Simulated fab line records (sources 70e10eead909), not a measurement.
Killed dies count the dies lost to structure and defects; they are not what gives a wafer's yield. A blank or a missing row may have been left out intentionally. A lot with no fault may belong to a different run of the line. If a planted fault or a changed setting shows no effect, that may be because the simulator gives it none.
The tool behind it: which one? | flow nand-harc | 36 wafers from 12 lots sampled at 2 of the route's 1302 steps

WHAT EACH GAUGE READ, for each wafer
NHARC_A_ONON_D2_THK_MEAS_21: measures by ellipsometry.
lot  | measured     | on            | thk-nm (nm)
L074 | day 12 23:35 | film-metro-02 | 1002 1002 1003
L077 | day 14 00:16 | film-metro-01 | 990 996 992
L079 | day 14 21:34 | film-metro-02 | 1007 1008 1008
L081 | day 15 15:07 | film-metro-02 | 989 988 987
L083 | day 16 23:02 | film-metro-01 | 1009 1005 1008
L086 | day 17 20:35 | film-metro-02 | 1013 1015 1012
L087 | day 18 22:26 | film-metro-02 | 1005 1006 1006
L089 | day 19 03:55 | film-metro-02 | 999 999 1000
L091 | day 20 04:41 | film-metro-01 | 999 998 1001
L093 | day 20 05:03 | film-metro-01 | 1014 1013 1014
L095 | day 22 03:02 | film-metro-01 | 1014 1013 1013
L097 | day 22 13:44 | film-metro-01 | 1004 1005 1005

TOOL THAT RAN EACH LOT (tool first, then ch and the chambers of the sampled wafers, then the start)
lot  | NHARC_A_CHANNEL_FILL_D1_ALD_25
L074 | ald-hk-04 ch 0,1, day 10 14:24
L077 | ald-hk-02 ch 0,2,3, day 11 13:45
L079 | ald-hk-02 ch 2,3, day 12 11:01
L081 | ald-hk-04 ch 1,3, day 13 07:12
L083 | ald-hk-02 ch 1,2, day 14 09:04
L086 | ald-hk-02 ch 1,2,3, day 15 04:05
L087 | ald-hk-02 ch 2,3, day 16 13:10
L089 | ald-hk-03 ch 0,1,3, day 16 21:22
L091 | ald-hk-02 ch 0,1, day 17 16:57
L093 | ald-hk-04 ch 1,3, day 18 00:10
L095 | ald-hk-04 ch 0,2,3, day 19 14:11
L097 | ald-hk-02 ch 0,1,3, day 20 03:55
- NHARC_A_CHANNEL_FILL_D1_ALD_25: deposits SiOx, target thk 60 nm, pulse time 10 s, ald cycles 600.

THE ANSWER, worked out from the rows above alone
Rule: usual is defined by the lots themselves. The widest of any qualifying gaps counts: lots, ordered by their means at a reading, are off when they make up no more than a third of the lots, leave a main group of 4 or more, and stand apart from it by 3 or more times the standard deviation of that group's means. If all means in a main group match to the digits the tables above print for the reading, that group is not used. A lot without any number at a reading at which 4 lots or more have one is off too. Where the step has rows for the other lots, those lots are counted as sound.
No lot is off at any reading shown: from this, nothing can be told.

WHAT THE SIMULATOR HAD INSERTED
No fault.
